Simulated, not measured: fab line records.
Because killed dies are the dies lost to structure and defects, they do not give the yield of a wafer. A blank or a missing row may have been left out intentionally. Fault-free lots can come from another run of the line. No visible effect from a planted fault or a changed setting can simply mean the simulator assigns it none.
Chamber matching | flow n5-finfet | 3 sister chambers for N5_BEOL_M8_DEP_56 on pecvd-01
The step deposits SiCN from 3MS/NH3, target thk 10 nm, time 17.5 s. 6 wafers are shown with their chamber, then 11 later ones without.

## WAFERS PAIRED WITH THEIR CHAMBERS
wafer  | chamber | throttle-valve-pct (%) | showerhead-plenum-p-Torr (Torr)
L077.6 | 0       | 8.7                    | 3.656
L078.2 | 0       | 8.8                    | 3.660
L088.5 | 1       | 9.9                    | 3.668
L087.5 | 2       | 9.6                    | 3.666
L087.6 | 1       | 10.0                   | 3.674
L094.1 | 2       | 9.7                    | 3.655

## WAFERS WHOSE CHAMBER IS MISSING
wafer  | throttle-valve-pct (%) | showerhead-plenum-p-Torr (Torr)
L094.2 | 9.8                    | 3.667
L094.4 | 8.5                    | 3.661
L096.1 | 9.6                    | 3.653
L096.2 | 8.6                    | 3.663
L096.3 | 9.9                    | 3.675
L097.1 | 8.7                    | 3.673
L097.2 | 9.7                    | 3.665
L097.3 | 9.6                    | 3.667
L097.4 | 10.0                   | 3.653
L097.5 | 8.7                    | 3.656
L097.6 | 9.7                    | 3.665

## EACH ONE'S CHAMBER
wafer  | from the rows above     | in truth
L094.2 | can't be placed: 1 or 2 | 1
L094.4 | 0                       | 0
L096.1 | 2                       | 2
L096.2 | 0                       | 0
L096.3 | 1                       | 1
L097.1 | 0                       | 0
L097.2 | 2                       | 2
L097.3 | 2                       | 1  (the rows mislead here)
L097.4 | can't be placed: 1 or 2 | 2
L097.5 | 0                       | 0
L097.6 | 2                       | 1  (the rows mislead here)
Correct placement for 7 of the 11. Unplaceable from these rows: 2, with the true chamber sitting among the candidates in 2. Number placed wrongly: 2.
How it was worked out, from the rows above alone: a wafer's distance from a chamber is the root of the sum, over the readings, of the square of ((its reading less the chamber's mean) divided by the reading's scatter). The wafer belongs to the nearest chamber; if the next one is less than 2 further off, it can't be placed. The mean given for a chamber averages the wafers shown for that chamber. The scatter: take each reading less its chamber's mean, square it, sum over the shown wafers, divide by the number of wafers less the number of chambers, and take the root.
